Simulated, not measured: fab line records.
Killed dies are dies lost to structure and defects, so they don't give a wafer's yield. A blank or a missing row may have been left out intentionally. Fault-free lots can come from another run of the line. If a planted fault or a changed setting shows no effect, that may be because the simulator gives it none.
Which tool was responsible? + flow n5-finfet + 10 lots with 28 wafers sampled at 5 steps, on a route of 1938 steps

== WHAT THE GAUGES READ, wafer by wafer ==
N5_SD_EPI_P_INSPECT_26: inspects for defects (darkfield).
| lot  | measured    | on                | raw-defect-count |
|------|-------------|-------------------|------------------|
| L658 | day 5 05:10 | defect-inspect-01 | 222 166 165      |
| L663 | day 6 14:29 | defect-inspect-02 | 1443 1496 1559   |
| L664 | day 6 17:08 | defect-inspect-01 | 1425 1407 1436   |
| L666 | day 7 03:49 | defect-inspect-01 | 238 188 155      |
| L667 | day 7 10:57 | defect-inspect-02 | 217 154 193      |
| L668 | day 7 17:17 | defect-inspect-01 | 197 241 151      |
| L670 | day 8 04:08 | defect-inspect-01 | 164 142          |
| L671 | day 8 12:40 | defect-inspect-01 | 145 177 221      |
| L673 | day 8 20:34 | defect-inspect-01 | 182 145          |
| L674 | day 9 05:55 | defect-inspect-02 | 190 215 149      |

== TOOL THAT RAN EACH LOT (tool first, then ch and the chambers of the sampled wafers, then the start) ==
| lot  | N5_SD_EPI_P_DESCUM_14             | N5_SD_EPI_P_ETCH_37               | N5_SD_EPI_P_ETCHBACK_46           | N5_SD_EPI_P_STRIP_50              |
|------|-----------------------------------|-----------------------------------|-----------------------------------|-----------------------------------|
| L658 | rie-diel-02 ch 0,2,3, day 5 01:27 | rie-diel-02 ch 0,2,3, day 5 01:32 | rie-diel-02 ch 0,2,3, day 5 01:52 | rie-diel-02 ch 0,2,3, day 5 02:07 |
| L663 | rie-diel-02 ch 0,2,3, day 6 08:46 | rie-diel-02 ch 0,2,3, day 6 08:52 | rie-diel-02 ch 0,2,3, day 6 09:11 | rie-diel-02 ch 0,2,3, day 6 09:26 |
| L664 | rie-diel-06 ch 1,2,3, day 6 12:34 | rie-diel-06 ch 1,2,3, day 6 12:40 | rie-diel-06 ch 1,2,3, day 6 12:59 | rie-diel-06 ch 1,2,3, day 6 13:14 |
| L666 | rie-diel-06 ch 0,2, day 6 23:14   | rie-diel-06 ch 0,2, day 6 23:20   | rie-diel-06 ch 0,2, day 6 23:40   | rie-diel-06 ch 0,2, day 6 23:54   |
| L667 | rie-diel-06 ch 1,2,3, day 7 06:21 | rie-diel-06 ch 1,2,3, day 7 06:26 | rie-diel-06 ch 1,2,3, day 7 06:46 | rie-diel-06 ch 1,2,3, day 7 07:01 |
| L668 | rie-diel-06 ch 0,1,2, day 7 12:36 | rie-diel-06 ch 0,1,2, day 7 12:42 | rie-diel-06 ch 0,1,2, day 7 13:01 | rie-diel-06 ch 0,1,2, day 7 13:16 |
| L670 | rie-diel-06 ch 0,1, day 8 00:25   | rie-diel-06 ch 0,1, day 8 00:30   | rie-diel-06 ch 0,1, day 8 00:49   | rie-diel-06 ch 0,1, day 8 01:04   |
| L671 | rie-diel-06 ch 1,2,3, day 8 08:05 | rie-diel-06 ch 1,2,3, day 8 08:11 | rie-diel-06 ch 1,2,3, day 8 08:30 | rie-diel-06 ch 1,2,3, day 8 08:44 |
| L673 | rie-diel-06 ch 0,2, day 8 16:52   | rie-diel-06 ch 0,2, day 8 16:57   | rie-diel-06 ch 0,2, day 8 17:16   | rie-diel-06 ch 0,2, day 8 17:31   |
| L674 | rie-diel-06 ch 0,1,3, day 9 02:12 | rie-diel-06 ch 0,1,3, day 9 02:17 | rie-diel-06 ch 0,1,3, day 9 02:37 | rie-diel-06 ch 0,1,3, day 9 02:52 |
- N5_SD_EPI_P_DESCUM_14: chemistry O2, time 7.9 s.
- N5_SD_EPI_P_ETCH_37: etches SOC in N2/H2, overetch 108 nm, time 486 s.
- N5_SD_EPI_P_ETCHBACK_46: etches SiNx in CH3F/O2, stops on SiO2, target depth 17.5 nm.
- N5_SD_EPI_P_STRIP_50: strips in CHF3/O2.

== THE ANSWER, worked out from the rows above alone ==
Rule: what is usual is taken from the lots themselves. Put in order of their means at a reading, lots are off if they are a third of the lots or fewer, leave a main group of 4 or more, and stand apart from it by a gap of 3 or more times the standard deviation of the main group's means; of several such gaps the widest counts. A main group whose means are all the same, to the digits that the tables above print for the reading, isn't used. A lot without any number at a reading at which 4 lots or more have one is off too. The other lots that the step has rows for count as sound.
Off: L663, L664, at N5_SD_EPI_P_INSPECT_26 (raw-defect-count). The main group has a mean of 181 with a standard deviation of 14.
A tool fits if, at a process step before that reading, it ran every lot that is off, and no sound lot after the first of them. The gauges at N5_SD_EPI_P_INSPECT_26 are tried like those tools. No candidate that was tried fits.

== WHAT THE SIMULATOR PUT IN ==
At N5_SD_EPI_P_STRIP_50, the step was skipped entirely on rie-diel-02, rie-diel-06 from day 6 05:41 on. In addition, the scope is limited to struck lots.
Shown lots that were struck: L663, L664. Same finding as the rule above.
